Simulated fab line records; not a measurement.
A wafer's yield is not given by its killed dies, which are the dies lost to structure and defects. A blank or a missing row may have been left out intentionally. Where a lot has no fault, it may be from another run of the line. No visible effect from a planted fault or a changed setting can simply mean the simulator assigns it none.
Which of the tools did it? | flow nand harc | 36 wafers from 12 lots sampled at 5 of the route's 1159 steps

## WHAT THE GAUGES READ, wafer by wafer
NHARC_END_SORT_01. Usual: killed at array 28, standard deviation 11; killed at other 0.9, standard deviation 1.2; killed at periphery 2.6, standard deviation 2.1; killed dies 31, standard deviation 11; killed open 3.1, standard deviation 1.7; killed short 1.9, standard deviation 1.3.
lot  | measured     | on        | killed at array | killed at other | killed at periphery | killed dies | killed open | killed short | flag
L498 | day 24 05:40 | prober-02 | 33 32 36        | 1 2 0           | 1 0 641             | 35 34 677   | 1 6 2       | 5 2 2        | OFF
L501 | day 26 06:05 | prober-02 | 38 41 38        | 0 0 0           | 639 1 639           | 677 42 677  | 3 0 4       | 3 2 1        | OFF

## WHAT TOOL EACH LOT RAN ON (gives the tool, then ch and the chambers of the sampled wafers, and finally the start)
lot  | NHARC_P_GATE_STRIP_113               | NHARC_P_GATE_RTA_80              | NHARC_P_CONTACT_DEP_00                    | NHARC_P_CONTACT_ALD_22
L484 | plasma asher-01 ch 0,1, day 4 22:27  | rtp anneal-01 ch 0, day 5 00:20  | pecvd-02 ch 0,2, day 5 04:40 or earlier   | ald metal-03 ch 1,2, day 5 04:40
L485 | plasma asher-01 ch 0,1, day 5 17:50  | rtp anneal-02 ch 0, day 5 19:39  | pecvd-02 ch 0,2, day 6 00:01 or earlier   | ald metal-03 ch 1,2, day 6 00:01
L486 | plasma asher-02 ch 0,1, day 5 17:53  | rtp anneal-02 ch 0, day 5 19:58  | pecvd-01 ch 0,1, day 6 00:52 or earlier   | ald metal-01 ch 0,2,3, day 6 00:52
L487 | plasma asher-01 ch 0,1, day 6 02:17  | rtp anneal-01 ch 0, day 6 04:04  | pecvd-01 ch 0,1, day 6 08:26 or earlier   | ald metal-01 ch 1,2, day 6 08:26
L488 | plasma asher-02 ch 0,1, day 6 08:18  | rtp anneal-01 ch 0, day 6 10:07  | pecvd-02 ch 1,2, day 6 14:24 or earlier   | ald metal-04 ch 1,3, day 6 14:24
L489 | plasma asher-01 ch 0,1, day 6 16:49  | rtp anneal-02 ch 0, day 6 18:26  | pecvd-03 ch 0,1,2, day 6 22:42 or earlier | ald metal-03 ch 2,3, day 6 22:42
L490 | plasma asher-02 ch 0,1, day 7 02:03  | rtp anneal-01 ch 0, day 7 03:58  | pecvd-01 ch 0,2, day 7 08:18 or earlier   | ald metal-01 ch 0,2,3, day 7 08:18
L492 | plasma asher-02 ch 0,1, day 7 03:35  | rtp anneal-02 ch 0, day 7 05:31  | pecvd-01 ch 0,2, day 7 09:57 or earlier   | ald metal-04 ch 2,3, day 7 09:57
L498 | plasma asher-01 ch 0,1, day 8 18:32  | rtp anneal-02 ch 0, day 8 20:26  | pecvd-01 ch 0,1,2, day 9 00:55 or earlier | ald metal-01 ch 0,1,3, day 9 00:55
L501 | plasma asher-02 ch 0,1, day 9 16:10  | rtp anneal-01 ch 0, day 9 18:03  | pecvd-03 ch 0,1,2, day 9 22:36 or earlier | ald metal-01 ch 1,2, day 9 22:36
L503 | plasma asher-02 ch 0,1, day 10 10:22 | rtp anneal-02 ch 0, day 10 12:17 | pecvd-03 ch 1,2, day 10 16:46 or earlier  | ald metal-03 ch 1,2,3, day 10 16:46
L505 | plasma asher-02 ch 0,1, day 10 17:46 | rtp anneal-01 ch 0, day 10 19:57 | pecvd-02 ch 1,2, day 11 00:07 or earlier  | ald metal-04 ch 1,2,3, day 11 00:07
- NHARC_P_GATE_STRIP_113: strips in N2/H2, time 740 s.
- NHARC_P_GATE_RTA_80: time 30 s.
- NHARC_P_CONTACT_DEP_00: deposits SiO2, target thk 500 nm.
- NHARC_P_CONTACT_ALD_22: deposits TiN, target thk 3 nm, pulse time 1 s, ald cycles 150.

## WHAT THE TOOLS THEMSELVES READ (means of the sampled wafers that have a number; where no wafer has one, the mark that the record gives instead)
NHARC_P_GATE_STRIP_113. Usual: drypump motor current A 5.8 A, standard deviation 0.45; heater power w 93 W, standard deviation 7.
lot  | tool            | drypump motor current A (A) | heater power w (W) | flag
L484 | plasma asher-01 | 5.7                         | 86                 |
L485 | plasma asher-01 | 5.7                         | 86                 |
L486 | plasma asher-02 | 6.1                         | 99                 |
L487 | plasma asher-01 | 5.7                         | 86                 |
L488 | plasma asher-02 | 6.1                         | 98                 |
L489 | plasma asher-01 | 5.7                         | 85                 |
L490 | plasma asher-02 | 6.1                         | 99                 |
L492 | plasma asher-02 | 5.6                         | 101                |
L498 | plasma asher-01 | 5.7                         | 86                 |
L501 | plasma asher-02 | 5.6                         | 103                |
L503 | plasma asher-02 | 5.6                         | 101                |
L505 | plasma asher-02 | 6.1                         | 99                 |

NHARC_P_GATE_RTA_80. Usual: anneal temp c max 301.4, standard deviation 0.32; wafer_temp_C_max 301.7, standard deviation 0.54.
lot  | tool          | anneal temp c max | wafer_temp_C_max | flag
L484 | rtp anneal-01 | 301.7             | 301.5            |
L485 | rtp anneal-02 | 301.3             | 301.9            |
L486 | rtp anneal-02 | 301.4             | 302.2            |
L487 | rtp anneal-01 | 301.4             | 301.1            |
L488 | rtp anneal-01 | 301.7             | 301.7            |
L489 | rtp anneal-02 | 301.4             | 302.4            |
L490 | rtp anneal-01 | 301.6             | 301.1            |
L492 | rtp anneal-02 | 301.3             | 302.0            |
L498 | rtp anneal-02 | 301.1             | 302.2            |
L501 | rtp anneal-01 | 301.3             | 301.1            |
L503 | rtp anneal-02 | 301.1             | 302.4            |
L505 | rtp anneal-01 | 301.7             | 301.4            |

NHARC_P_CONTACT_DEP_00. Usual: heater power outer w 311 W, standard deviation 39; heater power w 563 W, standard deviation 60; throttle valve pct 16.1 %, standard deviation 0.43.
lot  | tool     | heater power outer w (W) | heater power w (W) | throttle valve pct (%) | flag
L484 | pecvd-02 | 303                      | 565                | 16.3                   |
L485 | pecvd-02 | 331                      | 612                | 16.6                   |
L486 | pecvd-01 | 323                      | 558                | 15.7                   |
L487 | pecvd-01 | 325                      | 553                | 15.7                   |
L488 | pecvd-02 | 353                      | 603                | 16.3                   |
L489 | pecvd-03 | 314                      | 541                | 15.8                   |
L490 | pecvd-01 | 315                      | 597                | 15.8                   |
L492 | pecvd-01 | 317                      | 604                | 15.9                   |
L498 | pecvd-01 | 301                      | 561                | 16.0                   |
L501 | pecvd-03 | 292                      | 520                | 15.9                   |
L503 | pecvd-03 | 287                      | 544                | 16.1                   |
L505 | pecvd-02 | 321                      | 553                | 16.4                   |

NHARC_P_CONTACT_ALD_22. Usual: heater power outer w 687 W, standard deviation 98; heater power w 1102 W, standard deviation 150; precursor pulse height rel 0.997, standard deviation 0.02.
lot  | tool         | heater power outer w (W) | heater power w (W) | precursor pulse height rel | flag
L484 | ald metal-03 | 684                      | 1160               | 0.978                      |
L485 | ald metal-03 | 663                      | 1096               | 0.984                      |
L486 | ald metal-01 | 779                      | 1222               | 1.004                      |
L487 | ald metal-01 | 774                      | 1202               | 0.988                      |
L488 | ald metal-04 | 665                      | 1072               | 0.983                      |
L489 | ald metal-03 | 602                      | 1014               | 1.002                      |
L490 | ald metal-01 | 776                      | 1220               | 0.990                      |
L492 | ald metal-04 | 765                      | 1189               | 1.005                      |
L498 | ald metal-01 | 679                      | 1093               | 0.974                      |
L501 | ald metal-01 | 776                      | 1197               | 0.996                      |
L503 | ald metal-03 | 641                      | 1090               | 0.990                      |
L505 | ald metal-04 | 729                      | 1150               | 1.002                      |

## THE ANSWER, worked out from the rows above alone
Rule: a lot is off if the mean of its wafers that have a number lies more than 3 standard deviations from the usual mean. A lot without any number at a reading at which 4 lots or more have one is off too. The other lots that the step has rows for count as sound. Order of review: gauges by route order, followed by the tools' own readings, for which a lot's mean as printed above is used. At the first step where some lot is off, the reading lying furthest off is the one used; lots without a number count as furthest.
Off: L498, L501, at NHARC_END_SORT_01 (killed at periphery). Neither off nor sound, because the step has no rows for them: L484, L485, L486, L487, L488, L489, L490, L492, L503, L505.
If a tool, at a process step before that reading, ran all the lots that are off and no sound lot after the first of them, it fits. Those tools and the gauges at NHARC_END_SORT_01 are tried in the same way. Because NHARC_P_CONTACT_DEP_00 lacks a start for some lots, the hours and order of its lots are taken from NHARC_P_CONTACT_ALD_22. 2 tools fit, ald metal-01 at NHARC_P_CONTACT_ALD_22 and prober-02 at NHARC_END_SORT_01, so this cannot tell which one it is.

## WHAT THE SIMULATOR PUT IN
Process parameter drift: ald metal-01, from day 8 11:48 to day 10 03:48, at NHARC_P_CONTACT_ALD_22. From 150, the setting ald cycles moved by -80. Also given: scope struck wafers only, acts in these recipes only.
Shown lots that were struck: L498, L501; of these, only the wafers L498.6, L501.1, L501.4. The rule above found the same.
